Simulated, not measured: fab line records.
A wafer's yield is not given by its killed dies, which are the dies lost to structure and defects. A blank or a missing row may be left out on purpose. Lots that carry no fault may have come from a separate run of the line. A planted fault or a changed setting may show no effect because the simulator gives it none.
Chamber matching -- flow n5-finfet -- N5_BEOL_M5_ETCH_75 on rie-diel-04: 4 sister chambers
The step etches underlayer in N2/H2, target depth 6.5 nm, time 5.2 s. 4 wafers are shown with their chamber, then 8 later ones without.

== WAFERS WITH THEIR CHAMBER ==
wafer,chamber,showerhead-plenum-p-Torr (Torr)
L328.4,1,2.62
L333.4,0,2.40
L333.6,2,2.52
L338.2,3,2.69

== WAFERS MISSING THEIR CHAMBER ==
wafer,showerhead-plenum-p-Torr (Torr)
L338.4,2.40
L338.5,2.52
L345.1,2.68
L345.4,2.68
L345.5,2.51
L347.2,2.51
L347.3,2.60
L347.5,2.61

== EACH ONE'S CHAMBER ==
wafer,from the rows above,in truth
L338.4,0,0
L338.5,2,2
L345.1,3,3
L345.4,3,3
L345.5,2,2
L347.2,2,2
L347.3,1,1
L347.5,1,1
Placed correctly: 8 of 8. Left unplaced by these rows: 0. Wrongly placed: 0.
How it was worked out, from the rows above alone: a wafer's distance from a chamber is the root of the sum, over the readings, of the square of ((its reading less the chamber's mean) divided by the reading's scatter). The wafer belongs to the nearest chamber; if the next one is less than 2 further off, it can't be placed. Each chamber's mean is taken over the wafers shown for it. The scatter: root of mean squared gap, hidden wafer to nearest shown wafer, with one shown wafer a chamber.
